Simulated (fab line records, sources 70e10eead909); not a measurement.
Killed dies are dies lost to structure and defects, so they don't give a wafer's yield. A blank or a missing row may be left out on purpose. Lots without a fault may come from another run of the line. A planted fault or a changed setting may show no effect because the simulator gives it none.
fab line records | flow nand_harc
record lots=5 wafers=15 last_day=31
route steps=1302 shown A_CONTACT@1025
lots that met no fault: from a run of the same line without faults
start_h: hours from the record's first day to the start of the lot's first wafer shown | wait_h: hours since the lot's step before | " the same as in the row above | L1.1+2: a row that stands for several wafers | - no value, or no start given | * or withheld: withheld | < > ~ a bound
route shown NAME@n: a module of which the file shows steps, and the number in the route of the first | usual: mean/standard deviation of fault-free wafers | same: alike in all rows | chamber/n: place in a boat | sites: the reading at each site | _std_site: their standard deviation | _edge_site: outer sites' mean less inner sites' | radius_mm: how far each site lies from the wafer's centre | mask NAME#n: copy n | behind: the tool/chamber that last shaped the wafer | hold: why the lot was held/for how many hours/how that ended | device: the transistor (n, p or np) that didn't switch | end of line: the same wafers' tests at the end of the route | a step without rows: its recipe alone | killed: dies lost to structure and defects at the first sort, not the wafer's yield | map: a wafer's dies, x killed, . not, _ none there
set.NAME: the setting as run; set.NAME@STEP: as run at that earlier step | model.NAME: the simulator's own value behind a step, which no gauge read
lots at some steps of the route; a table a step, a row a wafer
services: from which hour (start_h, from the record's first day; less than 0 if before it) a tool's chamber was out of use, for how many hours, and why
## steps
# step NHARC_A_CONTACT_STRIP_55
# recipe o2_flow_sccm=500 ar_flow_sccm=0 bias_w=0 chemistry=O2
# usual drypump_motor_current_A=5.8/0.43 oes_product_au=0.999/0.0096 rf_vpp_V=57.9/0.96 showerhead_plenum_p_Torr=3.54/0.15 throttle_valve_pct=17.037/0.0088
# columns lot.wafer tool chamber start_h wait_h drypump_motor_current_A oes_product_au rf_hours_counter_h rf_vpp_V showerhead_plenum_p_Torr throttle_valve_pct
L074.4 rie_diel-08 0 - - 6.4 1.003 19 58.2 3.80 17.042
L074.2 " 1 " " 5.9 0.994 26 57.5 3.46 17.040
L074.6 " 0 " " 6.4 1.002 - 57.2 3.80 17.042
L076.3 rie_diel-08 2 - - 5.3 1.004 26 57.6 3.52 17.020
L076.2 " 3 " " 5.8 1.002 23 57.7 3.33 17.038
L076.5 " 1 " " 5.9 0.991 - 58.2 3.45 17.056
L077.1 rie_diel-08 2 - - 5.3 1.004 30 58.3 3.51 17.040
L077.2 " 3 " " 5.8 0.993 27 57.4 3.32 17.034
L077.4 " 1 " " 5.9 0.992 33 58.9 3.45 17.034
L082.1 rie_diel-02 2 - - 5.6 1.010 54 59.1 3.52 17.044
L082.2 " 0 " " 6.7 0.990 58 58.6 3.60 17.050
L082.4 " 1 " " 5.0 0.997 55 58.6 3.50 17.052
L092.2 rie_diel-08 3 675.80 0.1 5.8 1.005 20 57.3 3.31 17.042
L092.1 " 2 " " 5.3 0.994 21 58.7 3.50 17.038
L092.6 " 2 " " 5.3 0.990 - 57.5 3.50 17.030
# step NHARC_A_CONTACT_STRIP_56
# recipe time_s=600 temp_c=30 chemistry=post_etch_residue_remover
# columns lot.wafer tool chamber start_h wait_h
L074.2+4+6 wet_bench-04 2,4,6 506.21 -
L076.2+5+3 wet_bench-05 4,5,7 517.08 -
L077.4+2+1 wet_bench-04 1,2,3 534.69 -
L082.4+1+2 wet_bench-04 4,7,0 574.29 -
L092.1+6+2 wet_bench-05 3,4,7 676.28 -
# step NHARC_A_CONTACT_DEP_57
# recipe target_thk_a=53000 temp_c=400 material=aC
# usual throttle_valve_pct=35.000/0.01
# columns lot.wafer tool chamber start_h wait_h throttle_valve_pct
L074.2 acl_dep-02 0 509.12 - 34.996
L074.4 " 0 510.18 - 34.994
L074.6 " 0 511.25 - 34.991
L076.2 acl_dep-02 0 518.94 - 35.011
L076.3 " 0 " " 34.990
L076.5 " 0 520.55 - 35.001
L077.1 acl_dep-02 0 535.95 - 35.014
L077.2 " 0 " " 34.977
L077.4 " 0 537.56 - 35.001
L082.1 acl_dep-03 0 574.55 - 35.015
L082.2 " 0 " " 34.984
L082.4 " 0 576.16 - 35.007
L092.1 acl_dep-01 0 677.85 - 34.996
L092.2 " 0 " " 34.999
L092.6 " 0 680.54 - 34.987
# step NHARC_A_CONTACT_DEP_58
# recipe target_thk_a=900 target_thk_nm=90 temp_c=400 pressure_torr=3.5 flow_sccm=200 rf_w=350 material=SiON
# usual heater_power_w=795/120 rf_fwd_power_W=348.5/1.1
# columns lot.wafer tool chamber start_h wait_h heater_power_w rf_fwd_power_W
L074.2 pecvd-04 0 511.89 2.2 630 351.2
L074.6 " 1 " " 708 349.6
L074.4 " 2 " " 958 347.9
L076.3 pecvd-04 2 521.65 1.6 882 346.1
L076.2 " 0 " " 681 348.7
L076.5 " 2 " " 898 347.6
L077.1 pecvd-04 0 539.25 2.8 634 348.8
L077.2 " 1 " " 798 348.6
L077.4 " 1 " " 772 346.6
L082.2 pecvd-01 0 577.78 2.2 760 350.7
L082.1 " 2 " " 662 349.0
L082.4 " 0 " " 775 348.8
L092.2 pecvd-02 0 681.10 2.2 854 346.9
L092.1 " 2 " " 779 348.2
L092.6 " 0 " " 872 347.4
# step NHARC_A_CONTACT_DEHYDRATE_59
# recipe temp_c=150 time_s=120
# columns lot.wafer tool chamber start_h wait_h
L074.2+4+6 litho_track-04 0 512.11 0.2
L076.2+3+5 litho_track-06 0 521.92 0.2
L077.1+2+4 litho_track-04 0 539.49 0.2
L082.1+2+4 litho_track-01 0 578.05 0.2
L092.1+2+6 litho_track-06 0 681.37 0.2
# step NHARC_A_CONTACT_HMDS_60
# recipe time_s=30
# columns lot.wafer tool chamber start_h wait_h
L074.2+4+6 litho_track-04 0 - -
L076.2+3+5 litho_track-06 0 - -
L077.1+2+4 litho_track-04 0 - -
L082.1+2+4 litho_track-01 0 - -
L092.1+2+6 litho_track-06 0 - -
# step NHARC_A_CONTACT_COAT_61
# recipe temp_c=260 time_s=75
# columns lot.wafer tool chamber start_h wait_h
L074.2+4+6 litho_track-04 0 - -
L076.2+3+5 litho_track-06 0 - -
L077.1+2+4 litho_track-04 0 - -
L082.1+2+4 litho_track-01 0 - -
L092.1+2+6 litho_track-06 0 - -
# step NHARC_A_CONTACT_COAT_62
# recipe temp_c=225 time_s=65
# columns lot.wafer tool chamber start_h wait_h
L074.2+4+6 litho_track-04 0 - -
L076.2+3+5 litho_track-06 0 - -
L077.1+2+4 litho_track-04 0 - -
L082.1+2+4 litho_track-01 0 - -
L092.1+2+6 litho_track-06 0 - -
# step NHARC_A_CONTACT_COAT_63
# recipe spin_rpm=1500 resist_thk_nm=90
# columns lot.wafer tool chamber start_h wait_h
L074.2+4+6 litho_track-04 0 - -
L076.2+3+5 litho_track-06 0 - -
L077.1+2+4 litho_track-04 0 - -
L082.1+2+4 litho_track-01 0 - -
L092.1+2+6 litho_track-06 0 - -
# step NHARC_A_CONTACT_SOFTBAKE_64
# recipe temp_c=105 time_s=55
# columns lot.wafer tool chamber start_h wait_h
L074.2+4+6 litho_track-04 0 - -
L076.2+3+5 litho_track-06 0 - -
L077.1+2+4 litho_track-04 0 - -
L082.1+2+4 litho_track-01 0 - -
L092.1+2+6 litho_track-06 0 - -
# step NHARC_A_CONTACT_EBR_65
# columns lot.wafer tool chamber start_h wait_h
L074.2+4+6 litho_track-04 0 - -
L076.2+3+5 litho_track-06 0 - -
L077.1+2+4 litho_track-04 0 - -
L082.1+2+4 litho_track-01 0 - -
L092.1+2+6 litho_track-06 0 - -
# step NHARC_A_CONTACT_EXPOSE_66
# recipe na=1.35 sigma_outer=0.8 dose_mj=59.02 mask_id=A_CC_2
# usual exposure_dose_mJ_cm2=59.01/0.058
# columns lot.wafer tool chamber start_h wait_h mask exposure_dose_mJ_cm2
L074.2 arfi_scanner-02 0 512.30 - A_CC_2#0 59.08
L074.4 " 0 " " A_CC_2#0 59.03
L074.6 " 0 " " A_CC_2#0 59.06
L076.2 arfi_scanner-01 0 522.23 - A_CC_2#0 59.15
L076.3 " 0 " " A_CC_2#0 59.08
L076.5 " 0 " " A_CC_2#0 59.04
L077.1 arfi_scanner-02 0 539.80 - A_CC_2#0 59.07
L077.2 " 0 " " A_CC_2#0 59.13
L077.4 " 0 " " A_CC_2#0 59.08
L082.1 arfi_scanner-03 0 578.23 - A_CC_2#0 58.94
L082.2 " 0 " " A_CC_2#0 59.00
L082.4 " 0 " " A_CC_2#0 58.97
L092.1 arfi_scanner-02 0 681.80 - A_CC_2#0 58.99
L092.2 " 0 " " A_CC_2#0 59.04
L092.6 " 0 " " A_CC_2#0 59.05
# step NHARC_A_CONTACT_PEB_67
# recipe peb_temp_c=100 peb_time_s=65
# columns lot.wafer tool chamber start_h wait_h
L074.2+4+6 litho_track-01 0 512.36 0.1
L076.2+3+5 litho_track-01 0 522.29 0.1
L077.1+2+4 litho_track-01 0 539.86 0.1
L082.1+2+4 litho_track-04 0 578.29 0.1
L092.1+2+6 litho_track-06 0 681.86 0.1
# step NHARC_A_CONTACT_DEVELOP_68
# recipe develop_time_s=35 dev_temp_c=23
# columns lot.wafer tool chamber start_h wait_h
L074.2+4+6 litho_track-01 0 - -
L076.2+3+5 litho_track-01 0 - -
L077.1+2+4 litho_track-01 0 - -
L082.1+2+4 litho_track-04 0 - -
L092.1+2+6 litho_track-06 0 - -
# step NHARC_A_CONTACT_CD_MEAS_69
# recipe target_cd_nm=300 landing_energy_ev=500
# usual cd_nm=300.0/0.61
# columns lot.wafer tool chamber start_h wait_h cd_nm
L074.2 cd_sem-02 0 512.44 - 300.4
L074.4 " 0 " " 300.1
L074.6 " 0 " " 299.1
L076.2 cd_sem-02 0 522.37 - 300.4
L076.3 " 0 " " 300.9
L076.5 " 0 " " 300.5
L077.1 cd_sem-01 0 539.94 - 300.7
L077.2 " 0 " " 299.7
L077.4 " 0 " " 299.9
L082.1 cd_sem-02 0 578.37 - 300.3
L082.2 " 0 " " 300.3
L082.4 " 0 " " 300.8
L092.1 cd_sem-03 0 681.94 - 299.4
L092.2 " 0 " " 299.6
L092.6 " 0 " " 299.0
# step NHARC_A_CONTACT_OVL_MEAS_70
# usual overlay_x_nm=-0.1/0.79 overlay_y_nm=0.0/0.76
# columns lot.wafer tool chamber start_h wait_h overlay_x_nm overlay_y_nm
L074.2 overlay-02 - 512.52 - -0.7 1.2
L074.4 " - " " -0.4 1.1
L074.6 " - " " -0.8 1.4
L076.2 overlay-02 - 522.45 - 0.3 -0.5
L076.3 " - " " 1.1 -1.1
L076.5 " - " " 0.6 -0.6
L077.1 overlay-02 - 540.03 - -1.2 -0.4
L077.2 " - " " -0.5 -0.5
L077.4 " - " " -0.8 -0.8
L082.1 overlay-01 - 578.46 - -1.0 -0.2
L082.2 " - " " -0.4 -0.8
L082.4 " - " " -0.8 -1.0
L092.1 overlay-01 - 682.03 - 1.1 -1.5
L092.2 " - " " 0.9 -1.0
L092.6 " - " " 1.1 -1.0
# step NHARC_A_CONTACT_INSPECT_71
# usual raw_defect_count=81/35
# columns lot.wafer tool chamber start_h wait_h raw_defect_count
L074.2 defect_inspect-02 - 512.56 0.0 62
L074.4 " - " " 53
L074.6 " - " " 67
L076.2 defect_inspect-01 - 522.49 0.0 22
L076.3 " - " " 23
L076.5 " - " " 21
L077.1 defect_inspect-01 - 540.07 0.0 62
L077.2 " - " " 55
L077.4 " - " " 51
L082.1 defect_inspect-02 - 578.50 0.0 116
L082.2 " - " " 119
L082.4 " - " " 95
L092.1 defect_inspect-02 - 682.07 0.0 24
L092.2 " - " " 26
L092.6 " - " " 30
# step NHARC_A_CONTACT_DESCUM_74
# recipe time_s=3 o2_flow_sccm=200 ar_flow_sccm=0 bias_power_w=0 chemistry=O2
# usual drypump_motor_current_A=5.8/0.43 oes_product_au=1.001/0.01 rf_vpp_V=57.9/0.88 showerhead_plenum_p_Torr=1.92/0.094 throttle_valve_pct=11.313/0.0089
# columns lot.wafer tool chamber start_h wait_h drypump_motor_current_A oes_product_au rf_hours_counter_h rf_vpp_V showerhead_plenum_p_Torr throttle_valve_pct
L074.2 rie_diel-02 2 512.63 0.1 5.5 1.000 34 58.2 1.91 11.310
L074.4 " 3 " " 5.6 1.007 35 57.3 1.96 11.326
L074.6 " 2 " " 5.5 1.005 - 58.0 1.91 11.311
L076.3 rie_diel-08 0 522.57 0.1 6.4 1.005 23 59.6 2.07 11.309
L076.2 " 1 " " 5.9 1.002 29 56.2 1.87 11.306
L076.5 " 3 " " 5.8 0.999 - 55.4 1.80 11.303
L077.2 rie_diel-08 3 540.14 0.1 5.8 0.999 27 56.9 1.80 11.303
L077.4 " 0 " " 6.4 1.022 26 59.4 2.07 11.300
L077.1 " 1 " " 5.9 1.006 33 58.7 1.87 11.335
L082.2 rie_diel-04 0 578.56 0.1 5.3 1.008 10 57.6 1.86 11.305
L082.4 " 1 " " 6.0 0.994 9 57.6 2.05 11.318
L082.1 " 2 " " 6.3 0.983 10 57.6 2.05 11.322
L092.2 rie_diel-04 0 682.13 0.1 5.3 1.029 44 57.7 1.85 11.307
L092.1 " 1 " " 6.0 1.002 48 58.8 2.04 11.317
L092.6 " 1 " " 6.0 1.011 - 58.3 2.04 11.305
# step NHARC_A_CONTACT_ETCH_75
# recipe target_depth_a=390 over_etch_frac=0.3 time_s=65 ion_energy_ev=80 cf4_flow_sccm=150 ar_flow_sccm=0 rf_w=300 bias_w=100 chemistry=CF4
# usual drypump_motor_current_A=5.8/0.44 oes_product_au=0.999/0.0096 rf_fwd_power_W=297.5/1.2 rf_vpp_V=151.3/1.2 showerhead_plenum_p_Torr=1.78/0.08 throttle_valve_pct=13.283/0.0091
# columns lot.wafer tool chamber start_h wait_h drypump_motor_current_A oes_product_au rf_fwd_power_W rf_hours_counter_h rf_vpp_V showerhead_plenum_p_Torr throttle_valve_pct
L074.4 rie_diel-02 0 512.71 0.1 6.7 0.990 296.6 36 151.7 1.81 13.266
L074.2 " 3 " " 5.6 1.013 297.2 35 151.7 1.81 13.279
L074.6 " 0 " " 6.7 0.993 296.1 - 152.2 1.81 13.288
L076.2 rie_diel-08 0 522.65 0.1 6.4 1.008 297.2 23 152.7 1.90 13.267
L076.3 " 1 " " 5.9 0.991 298.3 29 151.4 1.73 13.272
L076.5 " 3 " " 5.8 0.997 296.8 - 149.4 1.67 13.288
L077.1 rie_diel-08 1 540.21 0.1 5.9 0.993 295.4 33 150.3 1.73 13.296
L077.2 " 2 " " 5.3 0.996 295.2 31 151.2 1.76 13.290
L077.4 " 3 " " 5.8 0.985 299.2 27 149.9 1.67 13.285
L082.1 rie_diel-04 1 579.01 0.4 6.0 0.997 297.3 9 152.6 1.89 13.282
L082.2 " 3 " " 6.1 0.996 297.4 11 153.0 1.85 13.290
L082.4 " 0 " " 5.3 1.021 298.8 10 151.1 1.72 13.293
L092.1 rie_diel-04 0 682.21 0.1 5.3 1.017 298.5 44 150.3 1.71 13.272
L092.2 " 1 " " 6.0 0.989 298.6 48 153.4 1.88 13.278
L092.6 " 1 " " 6.0 0.992 297.8 - 152.6 1.88 13.268
# step NHARC_A_CONTACT_ETCH_76
# recipe target_depth_a=2600 over_etch_frac=0.3 time_s=475.3 ion_energy_ev=200 n2_flow_sccm=150 h2_flow_sccm=150 ar_flow_sccm=0 rf_w=400 bias_w=150 chemistry=N2/H2
# usual drypump_motor_current_A=5.8/0.44 h2_flow_sccm=150.0/0.44 oes_product_au=0.999/0.0098 rf_fwd_power_W=399.3/1.2 rf_vpp_V=430.7/2.8 showerhead_plenum_p_Torr=2.05/0.099 throttle_valve_pct=14.171/0.0085
# columns lot.wafer tool chamber start_h wait_h drypump_motor_current_A h2_flow_sccm oes_product_au rf_fwd_power_W rf_hours_counter_h rf_vpp_V showerhead_plenum_p_Torr throttle_valve_pct
L074.2 rie_diel-02 2 - - 5.5 150.4 1.011 400.0 34 428.8 2.04 14.171
L074.4 " 3 " " 5.6 149.3 1.008 398.5 35 430.9 2.10 14.164
L074.6 " 2 " " 5.5 150.3 0.996 400.7 - 431.0 2.04 14.169
L076.2 rie_diel-08 0 - - 6.4 150.5 0.997 401.6 23 436.0 2.21 14.177
L076.3 " 3 " " 5.8 149.9 0.999 397.2 25 427.2 1.91 14.170
L076.5 " 1 " " 5.9 150.2 1.003 399.4 - 430.2 1.99 14.173
L077.4 rie_diel-08 0 - - 6.4 150.0 1.006 402.0 26 435.1 2.21 14.165
L077.1 " 2 " " 5.3 150.0 0.996 398.7 31 430.9 2.03 14.189
L077.2 " 3 " " 5.8 151.0 0.996 400.0 27 426.9 1.91 14.160
L082.4 rie_diel-04 3 - - 6.1 151.1 0.986 400.2 11 433.4 2.15 14.154
L082.1 " 1 " " 6.0 149.6 1.005 401.6 9 433.7 2.19 14.169
L082.2 " 2 " " 6.3 150.1 0.985 398.9 10 434.7 2.19 14.175
L092.1 rie_diel-04 3 - - 6.1 150.1 1.003 397.2 41 433.6 2.14 14.171
L092.2 " 1 " " 6.0 150.2 1.006 398.1 48 434.0 2.18 14.167
L092.6 " 0 " " 5.3 149.7 1.020 397.2 - 428.7 1.97 14.183
# step NHARC_A_CONTACT_ETCH_77
# recipe target_depth_a=1089 time_s=54.5 cf4_flow_sccm=100 chf3_flow_sccm=30 ar_flow_sccm=0 rf_w=500 bias_w=200 chemistry=CF4/CHF3
# usual drypump_motor_current_A=5.8/0.44 oes_product_au=0.932/0.018 rf_fwd_power_W=495.3/2.3 rf_vpp_V=370.7/2.5 showerhead_plenum_p_Torr=1.58/0.069 throttle_valve_pct=16.804/0.0083
# columns lot.wafer tool chamber start_h wait_h drypump_motor_current_A oes_product_au rf_fwd_power_W rf_hours_counter_h rf_vpp_V showerhead_plenum_p_Torr throttle_valve_pct
L074.4 rie_diel-02 3 - - 5.6 0.929 496.7 35 371.5 1.61 16.804
L074.2 " 0 " " 6.7 0.917 492.9 36 371.9 1.61 16.805
L074.6 " 2 " " 5.5 0.930 496.4 - 368.1 1.57 16.801
L076.3 rie_diel-08 0 - - 6.4 0.932 498.4 23 374.6 1.69 16.816
L076.2 " 1 " " 5.9 0.918 497.5 29 369.2 1.54 16.806
L076.5 " 1 " " 5.9 0.929 496.4 - 368.3 1.54 16.808
L077.1 rie_diel-08 1 - - 5.9 0.929 496.0 34 368.1 1.54 16.802
L077.4 " 2 " " 5.3 0.928 493.5 31 370.7 1.57 16.809
L077.2 " 0 " " 6.4 0.941 496.5 27 375.8 1.69 16.795
L082.4 rie_diel-04 1 - - 6.0 0.918 494.4 9 372.7 1.68 16.808
L082.1 " 2 " " 6.3 0.905 496.7 10 374.2 1.68 16.805
L082.2 " 3 " " 6.1 0.912 493.8 12 373.2 1.65 16.795
L092.2 rie_diel-04 1 - - 6.0 0.929 495.1 48 374.7 1.67 16.800
L092.1 " 2 " " 6.3 0.928 496.8 47 374.1 1.67 16.807
L092.6 " 0 " " 5.3 0.941 497.1 - 369.1 1.52 16.802
# step NHARC_A_CONTACT_ETCH_78
# recipe target_depth_a=53000 over_etch_frac=0.3 time_s=1378 ion_energy_ev=150 o2_flow_sccm=400 cos_flow_sccm=20 ar_flow_sccm=0 rf_w=500 bias_w=300 chemistry=O2/COS
# usual drypump_motor_current_A=5.8/0.44 oes_product_au=1.000/0.0092 rf_fwd_power_W=499.5/1.6 rf_vpp_V=314.1/2 showerhead_plenum_p_Torr=3.13/0.14 throttle_valve_pct=28.330/0.0095
# columns lot.wafer tool chamber start_h wait_h drypump_motor_current_A oes_product_au rf_fwd_power_W rf_hours_counter_h rf_vpp_V showerhead_plenum_p_Torr throttle_valve_pct
L074.4 rie_diel-02 2 - - 5.5 1.002 499.8 34 314.9 3.12 28.315
L074.2 " 3 " " 5.6 1.012 497.2 36 315.9 3.20 28.337
L074.6 " 0 " " 6.7 0.999 500.3 - 314.0 3.20 28.327
L076.3 rie_diel-08 1 - - 5.9 0.997 498.9 30 314.4 3.06 28.334
L076.2 " 2 " " 5.3 0.999 498.3 28 314.2 3.11 28.329
L076.5 " 0 " " 6.4 1.009 498.9 - 318.1 3.36 28.340
L077.4 rie_diel-08 2 - - 5.3 1.009 497.8 31 314.8 3.11 28.346
L077.1 " 0 " " 6.4 0.999 498.2 27 319.0 3.36 28.303
L077.2 " 1 " " 5.9 1.005 499.0 34 313.0 3.05 28.307
L082.2 rie_diel-04 0 - - 5.3 1.000 499.9 11 311.7 3.04 28.349
L082.1 " 2 " " 6.3 0.983 498.9 11 316.4 3.34 28.324
L082.4 " 3 " " 6.1 1.004 500.1 12 316.1 3.27 28.324
L092.1 rie_diel-04 0 - - 5.3 1.005 500.4 45 312.5 3.02 28.325
L092.2 " 3 " " 6.1 0.996 499.4 41 315.3 3.26 28.332
L092.6 " 0 " " 5.3 1.011 500.0 - 313.7 3.02 28.334
# step NHARC_A_CONTACT_ETCH_124
# recipe source_w=withheld pressure_mtorr=20 bias_v=withheld time_s=140 target_depth_a=7000 ar_flow_sccm=withheld c4f8_flow_sccm=withheld o2_flow_sccm=withheld chemistry=C4F8/O2/Ar
# columns lot.wafer tool chamber start_h wait_h rf_hours_counter_h
L074.2 har_cap_etch-03 0 514.22 - 50
L074.4 " 0 " " -
L074.6 " 0 " " -
L076.2 har_cap_etch-01 1 524.10 - 2
L076.3 " 1 " " -
L076.5 " 1 " " -
L077.2 har_cap_etch-02 1 541.67 - 91
L077.1 " 0 " " 91
L077.4 " 0 " " -
L082.2 har_cap_etch-02 0 580.62 - 97
L082.1 " 1 " " 97
L082.4 " 0 " " -
L092.1 har_cap_etch-02 0 683.67 - 114
L092.2 " 1 " " 114
L092.6 " 0 " " -
# step NHARC_A_CONTACT_ETCH_125
# recipe source_w=withheld pressure_mtorr=20 bias_v=3000 time_s=197 target_depth_a=19180 ar_flow_sccm=withheld c4f8_flow_sccm=withheld o2_flow_sccm=withheld chemistry=C4F8/O2/Ar
# columns lot.wafer tool chamber start_h wait_h rf_hours_counter_h
L074.2 har_cap_etch-03 0 514.42 0.2 50
L074.4 " 0 " " -
L074.6 " 0 " " -
L076.2 har_cap_etch-01 1 524.30 0.2 2
L076.3 " 1 " " -
L076.5 " 1 " " -
L077.2 har_cap_etch-02 1 541.94 0.2 91
L077.1 " 0 " " 91
L077.4 " 0 " " -
L082.2 har_cap_etch-02 0 580.82 0.2 97
L082.1 " 1 " " 97
L082.4 " 0 " " -
L092.1 har_cap_etch-02 0 683.87 0.2 114
L092.2 " 1 " " 114
L092.6 " 0 " " -
# step NHARC_A_CONTACT_ETCH_126
# recipe source_w=withheld pressure_mtorr=20 bias_v=3000 time_s=197 target_depth_a=19180 ar_flow_sccm=withheld c4f8_flow_sccm=withheld o2_flow_sccm=withheld chemistry=C4F8/O2/Ar
# columns lot.wafer tool chamber start_h wait_h rf_hours_counter_h
L074.2 har_cap_etch-03 0 514.59 0.1 50
L074.4 " 0 " " -
L074.6 " 0 " " -
L076.2 har_cap_etch-01 1 524.47 0.1 2
L076.3 " 1 " " -
L076.5 " 1 " " -
L077.2 har_cap_etch-02 1 542.18 0.2 91
L077.1 " 0 " " 91
L077.4 " 0 " " -
L082.2 har_cap_etch-02 0 581.00 0.1 97
L082.1 " 1 " " 97
L082.4 " 0 " " -
L092.1 har_cap_etch-02 0 684.05 0.1 115
L092.2 " 1 " " 115
L092.6 " 0 " " -
# step NHARC_A_CONTACT_ETCH_127
# recipe source_w=withheld pressure_mtorr=20 bias_v=3000 time_s=197 target_depth_a=19180 ar_flow_sccm=withheld c4f8_flow_sccm=withheld o2_flow_sccm=withheld chemistry=C4F8/O2/Ar
# columns lot.wafer tool chamber start_h wait_h rf_hours_counter_h
L074.2 har_cap_etch-03 0 514.77 0.1 50
L074.4 " 0 " " -
L074.6 " 0 " " -
L076.2 har_cap_etch-01 1 524.65 0.1 2
L076.3 " 1 " " -
L076.5 " 1 " " -
L077.2 har_cap_etch-02 1 542.41 0.2 91
L077.1 " 0 " " 91
L077.4 " 0 " " -
L082.2 har_cap_etch-02 0 581.17 0.1 97
L082.1 " 1 " " 97
L082.4 " 0 " " -
L092.1 har_cap_etch-02 0 684.23 0.1 115
L092.2 " 1 " " 115
L092.6 " 0 " " -
# step NHARC_A_CONTACT_ETCH_128
# recipe source_w=withheld pressure_mtorr=20 bias_v=3000 time_s=197 target_depth_a=19180 ar_flow_sccm=withheld c4f8_flow_sccm=withheld o2_flow_sccm=withheld chemistry=C4F8/O2/Ar
# columns lot.wafer tool chamber start_h wait_h rf_hours_counter_h
L074.2 har_cap_etch-03 0 514.95 0.1 50
L074.4 " 0 " " -
L074.6 " 0 " " -
L076.2 har_cap_etch-01 1 524.83 0.1 2
L076.3 " 1 " " -
L076.5 " 1 " " -
L077.2 har_cap_etch-02 1 542.64 0.2 91
L077.1 " 0 " " 91
L077.4 " 0 " " -
L082.2 har_cap_etch-02 0 581.35 0.1 97
L082.1 " 1 " " 97
L082.4 " 0 " " -
L092.1 har_cap_etch-02 0 684.40 0.1 115
L092.2 " 1 " " 115
L092.6 " 0 " " -
# step NHARC_A_CONTACT_ETCH_129
# recipe source_w=withheld pressure_mtorr=20 bias_v=3000 time_s=197 target_depth_a=19180 ar_flow_sccm=withheld c4f8_flow_sccm=withheld o2_flow_sccm=withheld chemistry=C4F8/O2/Ar
# columns lot.wafer tool chamber start_h wait_h rf_hours_counter_h
L074.2 har_cap_etch-03 0 515.12 0.1 50
L074.4 " 0 " " -
L074.6 " 0 " " -
L076.2 har_cap_etch-01 1 525.00 0.1 3
L076.3 " 1 " " -
L076.5 " 1 " " -
L077.2 har_cap_etch-02 1 542.88 0.2 91
L077.1 " 0 " " 91
L077.4 " 0 " " -
L082.2 har_cap_etch-02 0 581.53 0.1 98
L082.1 " 1 " " 98
L082.4 " 0 " " -
L092.1 har_cap_etch-02 0 684.58 0.1 115
L092.2 " 1 " " 115
L092.6 " 0 " " -
# step NHARC_A_CONTACT_ETCH_130
# recipe source_w=withheld pressure_mtorr=20 bias_v=3000 time_s=197 target_depth_a=19180 ar_flow_sccm=withheld c4f8_flow_sccm=withheld o2_flow_sccm=withheld chemistry=C4F8/O2/Ar
# columns lot.wafer tool chamber start_h wait_h rf_hours_counter_h
L074.2 har_cap_etch-03 0 515.30 0.1 51
L074.4 " 0 " " -
L074.6 " 0 " " -
L076.2 har_cap_etch-01 1 525.18 0.1 3
L076.3 " 1 " " -
L076.5 " 1 " " -
L077.2 har_cap_etch-02 1 543.11 0.2 92
L077.1 " 0 " " 92
L077.4 " 0 " " -
L082.2 har_cap_etch-02 0 581.71 0.1 98
L082.1 " 1 " " 98
L082.4 " 0 " " -
L092.1 har_cap_etch-02 0 684.75 0.1 115
L092.2 " 1 " " 115
L092.6 " 0 " " -
# step NHARC_A_CONTACT_ETCH_131
# recipe source_w=withheld pressure_mtorr=20 bias_v=3000 time_s=197 target_depth_a=19180 ar_flow_sccm=withheld c4f8_flow_sccm=withheld o2_flow_sccm=withheld chemistry=C4F8/O2/Ar
# columns lot.wafer tool chamber start_h wait_h rf_hours_counter_h
L074.2 har_cap_etch-03 0 515.48 0.1 51
L074.4 " 0 " " -
L074.6 " 0 " " -
L076.2 har_cap_etch-01 1 525.36 0.1 3
L076.3 " 1 " " -
L076.5 " 1 " " -
L077.2 har_cap_etch-02 1 543.35 0.2 92
L077.1 " 0 " " 92
L077.4 " 0 " " -
L082.2 har_cap_etch-02 0 581.88 0.1 98
L082.1 " 1 " " 98
L082.4 " 0 " " -
L092.1 har_cap_etch-02 0 684.93 0.1 115
L092.2 " 1 " " 115
L092.6 " 0 " " -
# step NHARC_A_CONTACT_ETCH_132
# recipe source_w=withheld pressure_mtorr=20 bias_v=3000 time_s=197 target_depth_a=19240 ar_flow_sccm=withheld c4f8_flow_sccm=withheld o2_flow_sccm=withheld chemistry=C4F8/O2/Ar
# columns lot.wafer tool chamber start_h wait_h rf_hours_counter_h
L074.2 har_cap_etch-03 0 515.65 0.1 51
L074.4 " 0 " " -
L074.6 " 0 " " -
L076.2 har_cap_etch-01 1 525.53 0.1 3
L076.3 " 1 " " -
L076.5 " 1 " " -
L077.2 har_cap_etch-02 1 543.58 0.2 92
L077.1 " 0 " " 92
L077.4 " 0 " " -
L082.2 har_cap_etch-02 0 582.06 0.1 98
L082.1 " 1 " " 98
L082.4 " 0 " " -
L092.1 har_cap_etch-02 0 685.11 0.1 116
L092.2 " 1 " " 116
L092.6 " 0 " " -
# step NHARC_A_CONTACT_ETCH_133
# recipe source_w=withheld pressure_mtorr=20 bias_v=400 time_s=374 target_depth_a=16100 ar_flow_sccm=withheld c4f8_flow_sccm=11.5 o2_flow_sccm=7.2 chemistry=C4F8/O2/Ar
# columns lot.wafer tool chamber start_h wait_h rf_hours_counter_h
L074.2 har_cap_etch-03 0 515.87 0.2 51
L074.4 " 0 " " -
L074.6 " 0 " " -
L076.2 har_cap_etch-01 1 525.71 0.1 3
L076.3 " 1 " " -
L076.5 " 1 " " -
L077.2 har_cap_etch-02 1 543.82 0.2 92
L077.1 " 0 " " 92
L077.4 " 0 " " -
L082.2 har_cap_etch-02 0 582.23 0.1 98
L082.1 " 1 " " 98
L082.4 " 0 " " -
L092.1 har_cap_etch-02 0 685.28 0.1 116
L092.2 " 1 " " 116
L092.6 " 0 " " -
## services
# columns tool chamber start_h hours kind
arfi_scanner-02 - 496.49 4.0 pm
rie_diel-08 - 498.20 0.6 repair
har_cap_etch-01 - 498.26 17.0 pm
litho_track-01 - 505.00 7.0 pm
pecvd-04 1 516.84 3.2 repair
litho_track-06 - 529.00 7.0 pm
har_cap_etch-02 - 535.22 0.4 repair
rie_diel-04 - 536.33 9.0 pm
rie_diel-08 - 545.53 9.0 pm
pecvd-04 - 546.50 3.0 repair
pecvd-04 0 552.80 10.3 repair
litho_track-04 - 553.00 7.0 pm
rie_diel-02 - 574.52 9.0 pm
wet_bench-04 - 579.20 8.0 pm
acl_dep-02 - 609.38 13.0 pm
wet_bench-05 - 612.80 8.0 pm
arfi_scanner-02 - 631.50 9.0 repair
pecvd-04 - 631.56 13.0 pm
arfi_scanner-02 - 643.84 5.2 repair
rie_diel-08 0 646.93 37.9 repair
rie_diel-08 1 666.00 16.1 repair
arfi_scanner-02 - 668.49 4.0 pm
rie_diel-04 3 673.68 6.7 repair
litho_track-01 - 680.00 7.0 pm
## key
fault none
